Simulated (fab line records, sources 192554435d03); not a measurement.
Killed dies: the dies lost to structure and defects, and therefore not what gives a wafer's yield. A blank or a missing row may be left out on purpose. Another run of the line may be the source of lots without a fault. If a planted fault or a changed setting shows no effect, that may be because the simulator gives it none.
Which tool is to blame?    flow n5_finfet    Sampling: 9 lots, 27 wafers, 4 of 1938 route steps

WHAT THE GAUGES READ, wafer by wafer
N5_BEOL_M2_CD_MEAS_11: target cd 16.79 nm.
lot   measured      on         cd_nm (nm)
L424  day 6 17:16   cd_sem-01  16.68 16.74 16.45
L428  day 7 19:58   cd_sem-03  17.06 16.73 16.51
L430  day 8 05:40   cd_sem-03  16.97 17.06 17.38
L431  day 8 17:50   cd_sem-01  16.73 16.98 17.01
L437  day 11 22:42  cd_sem-02  16.38 16.63 16.55
L445  day 11 23:43  cd_sem-03  16.29 16.36 16.67
L438  day 12 01:34  cd_sem-03  15.05 15.07 15.00
L443  day 12 03:40  cd_sem-02  16.77 16.57 16.50
L441  day 12 05:52  cd_sem-02  15.46 15.24 15.11

TOOL THAT RAN EACH LOT (tool first, then ch and the chambers of the sampled wafers, then the start)
lot   N5_BEOL_M1_PRE_CLEAN_60           N5_BEOL_M2_HM_DEP_02          N5_BEOL_M2_EXPOSE_08
L424  cvd_co-02 ch 0,1, day 6 14:52     pvd_sputter-03, day 6 16:44   euv_scanner-01 ch 0, day 6 17:08
L428  cvd_co-02 ch 0,1,2, day 7 17:47   pvd_sputter-01, day 7 19:27   euv_scanner-01 ch 0, day 7 19:50
L430  cvd_co-02 ch 0,1, day 8 04:19     pvd_sputter-03, day 8 05:08   euv_scanner-02 ch 0, day 8 05:32
L431  cvd_co-01 ch 1,2, day 8 16:50     pvd_sputter-03, day 8 17:19   euv_scanner-01 ch 0, day 8 17:41
L437  cvd_co-01 ch 1,2, day 11 19:35    pvd_sputter-03, day 11 22:11  euv_scanner-01 ch 0, day 11 22:34
L445  cvd_co-01 ch 0,2, day 11 22:53    pvd_sputter-03, day 11 23:20  euv_scanner-01 ch 0, day 11 23:35
L438  cvd_co-02 ch 0,1,2, day 11 22:55  pvd_sputter-02, day 12 01:11  euv_scanner-01 ch 0, day 12 01:27
L443  cvd_co-02 ch 0,1,2, day 12 02:02  pvd_sputter-03, day 12 03:15  euv_scanner-02 ch 0, day 12 03:32
L441  cvd_co-01 ch 0,1,2, day 12 04:17  pvd_sputter-03, day 12 05:20  euv_scanner-01 ch 0, day 12 05:44
- N5_BEOL_M1_PRE_CLEAN_60: time 15 s.
- N5_BEOL_M2_HM_DEP_02: deposits TiN, target thk 20 nm.
- N5_BEOL_M2_EXPOSE_08: exposes mask M2.

THE ANSWER, worked out from the rows above alone
Rule: the lots themselves supply what counts as usual. The widest of any qualifying gaps counts: lots, ordered by their means at a reading, are off when they make up no more than a third of the lots, leave a main group of 4 or more, and stand apart from it by 3 or more times the standard deviation of that group's means. Not used: any main group whose means are identical at the precision the tables above print for the reading. A lot without any number at a reading at which 4 lots or more have one is off too. Any other lot the step has rows for is counted as sound.
Off: L438, L441 (N5_BEOL_M2_CD_MEAS_11, cd_nm). Mean 16.72 nm and standard deviation 0.22 in the main group.
If a tool, at a process step before that reading, ran all the lots that are off and no sound lot after the first of them, it fits. Gauges at N5_BEOL_M2_CD_MEAS_11: tried the same way as those tools. One candidate fits, namely euv_scanner-01 at N5_BEOL_M2_EXPOSE_08. A fault onset in the window from L445 (day 11 23:35, its last sound lot) to L438 (day 12 01:27, its first lot off) fits.

WHAT THE SIMULATOR PUT IN
Drift in process parameters on euv_scanner-01 at N5_BEOL_M2_EXPOSE_08, starting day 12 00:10. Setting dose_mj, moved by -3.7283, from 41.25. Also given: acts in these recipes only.
Struck lots among those shown: L438, L441. The rule above reached the same finding.
